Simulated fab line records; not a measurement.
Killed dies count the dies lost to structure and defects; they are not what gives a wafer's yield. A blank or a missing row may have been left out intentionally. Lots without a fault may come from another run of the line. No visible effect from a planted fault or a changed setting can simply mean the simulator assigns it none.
Commonality check across tools + flow nandHarc + 12 lots and 36 wafers in the sample

WHY IT WAS OPENED
At NHARC_P_GATE_INSPECT_68 the reading rawDefectCount is flagged on 2 of 12 lots. No-fault wafers: 199, standard deviation 74.
Rule: a lot is flagged when every wafer of it that has a number lies more than 4 standard deviations from that mean, or none has a number. As for the other lots, they are considered sound.

| lot  | measured     | on               | rawDefectCount, wafer by wafer | flag    |
|------|--------------|------------------|--------------------------------|---------|
| L152 | day 5 12:14  | defectInspect-02 | 148 148 267                    |         |
| L154 | day 6 06:34  | defectInspect-01 | 165 136 130                    |         |
| L156 | day 6 18:42  | defectInspect-01 | 105 313 161                    |         |
| L158 | day 7 10:17  | defectInspect-01 | 284 181 274                    |         |
| L159 | day 7 12:31  | defectInspect-02 | 129 104 122                    |         |
| L160 | day 7 13:49  | defectInspect-01 | 1223 1156 1229                 | FLAGGED |
| L162 | day 7 23:26  | defectInspect-02 | 1232 1203 1159                 | FLAGGED |
| L169 | day 10 00:17 | defectInspect-01 | 265 294 244                    |         |
| L171 | day 10 15:01 | defectInspect-02 | 99 111 119                     |         |
| L172 | day 10 15:41 | defectInspect-02 | 87 155 162                     |         |
| L173 | day 10 22:03 | defectInspect-01 | 113 214 104                    |         |
| L174 | day 11 06:36 | defectInspect-01 | 177 146 208                    |         |
The numbers of the flagged lots are 1200 on average: +1001 against the usual, or +14 standard deviations.

WHICH TOOL RAN EACH LOT
The record holds 3 process steps before the reading, out of a route of 1159 steps. Cell contents, in order: the tool; ch with the chambers the sampled wafers went through; the start.
| lot  | flag    | NHARC_P_GATE_STRIP_76               | NHARC_P_GATE_DESCUM_93            | NHARC_P_GATE_STRIP_113              |
|------|---------|-------------------------------------|-----------------------------------|-------------------------------------|
| L152 |         | plasmaAsher-02 ch 0,1, day 5 08:08  | rieDiel-11 ch 1,2, day 5 09:10    | plasmaAsher-02 ch 0,1, day 5 09:42  |
| L154 |         | plasmaAsher-02 ch 0,1, day 6 02:42  | rieDiel-06 ch 0,1, day 6 03:38    | plasmaAsher-02 ch 0,1, day 6 04:22  |
| L156 |         | plasmaAsher-02 ch 0,1, day 6 14:16  | rieDiel-11 ch 0,2, day 6 15:25    | plasmaAsher-02 ch 0,1, day 6 16:20  |
| L158 |         | plasmaAsher-01 ch 0,1, day 7 06:17  | rieDiel-11 ch 1,3, day 7 07:22    | plasmaAsher-02 ch 0,1, day 7 07:51  |
| L159 |         | plasmaAsher-01 ch 0,1, day 7 08:37  | rieDiel-11 ch 0,2,3, day 7 09:37  | plasmaAsher-02 ch 0,1, day 7 10:04  |
| L160 | FLAGGED | plasmaAsher-02 ch 0,1, day 7 08:49  | rieDiel-09 ch 2,3, day 7 09:54    | plasmaAsher-01 ch 0,1, day 7 10:50  |
| L162 | FLAGGED | plasmaAsher-02 ch 0,1, day 7 19:29  | rieDiel-06 ch 2,3, day 7 20:33    | plasmaAsher-02 ch 0,1, day 7 20:55  |
| L169 |         | plasmaAsher-01 ch 0,1, day 9 20:17  | rieDiel-06 ch 0,2, day 9 21:21    | plasmaAsher-02 ch 0,1, day 9 21:58  |
| L171 |         | plasmaAsher-02 ch 0,1, day 10 10:58 | rieDiel-06 ch 0,2,3, day 10 12:06 | plasmaAsher-01 ch 0,1, day 10 12:28 |
| L172 |         | plasmaAsher-01 ch 0,1, day 10 11:29 | rieDiel-11 ch 0,3, day 10 12:33   | plasmaAsher-02 ch 0,1, day 10 13:10 |
| L173 |         | plasmaAsher-02 ch 0,1, day 10 18:00 | rieDiel-11 ch 0,3, day 10 19:07   | plasmaAsher-02 ch 0,1, day 10 19:44 |
| L174 |         | plasmaAsher-01 ch 0,1, day 11 02:22 | rieDiel-11 ch 0,1, day 11 03:17   | plasmaAsher-01 ch 0,1, day 11 04:07 |
What is done by these steps:
- NHARC_P_GATE_STRIP_76: strips in O2.
- NHARC_P_GATE_DESCUM_93: chemistry O2, time 3 s.
- NHARC_P_GATE_STRIP_113: strips in N2/H2, time 740 s.
- NHARC_P_GATE_INSPECT_68

FLAGGED OVER TOTAL, TOOL BY TOOL (the gauges that took the reading come last)
| step                    | tool             | lots run | flagged | share of the flagged lots | sound lots run after its first flagged lot |
|-------------------------|------------------|----------|---------|---------------------------|--------------------------------------------|
| NHARC_P_GATE_STRIP_76   | plasmaAsher-01   | 5        | 0       | none                      | -                                          |
| NHARC_P_GATE_STRIP_76   | plasmaAsher-02   | 7        | 2       | all                       | 2 (L171,L173)                              |
| NHARC_P_GATE_DESCUM_93  | rieDiel-06       | 4        | 1       | some                      | 2 (L169,L171)                              |
| NHARC_P_GATE_DESCUM_93  | rieDiel-09       | 1        | 1       | some                      | 0                                          |
| NHARC_P_GATE_DESCUM_93  | rieDiel-11       | 7        | 0       | none                      | -                                          |
| NHARC_P_GATE_STRIP_113  | plasmaAsher-01   | 3        | 1       | some                      | 2 (L171,L174)                              |
| NHARC_P_GATE_STRIP_113  | plasmaAsher-02   | 9        | 1       | some                      | 3 (L169,L172,L173)                         |
| NHARC_P_GATE_INSPECT_68 | defectInspect-01 | 7        | 1       | some                      | 3 (L169,L173,L174)                         |
| NHARC_P_GATE_INSPECT_68 | defectInspect-02 | 5        | 1       | some                      | 2 (L171,L172)                              |

THE TABLE: WHAT IT ALLOWS
All flagged lots share 1 row of the table, namely plasmaAsher-02 at NHARC_P_GATE_STRIP_76.
- plasmaAsher-02 at NHARC_P_GATE_STRIP_76: 2 of its 7 lots flagged. Sound lots ran on it after the first flagged one (L171, L173), which a lasting fault on the whole tool wouldn't allow.
Not one row of the table ran every flagged lot while running no sound lot after the first.

WHAT THE SIMULATOR PUT IN
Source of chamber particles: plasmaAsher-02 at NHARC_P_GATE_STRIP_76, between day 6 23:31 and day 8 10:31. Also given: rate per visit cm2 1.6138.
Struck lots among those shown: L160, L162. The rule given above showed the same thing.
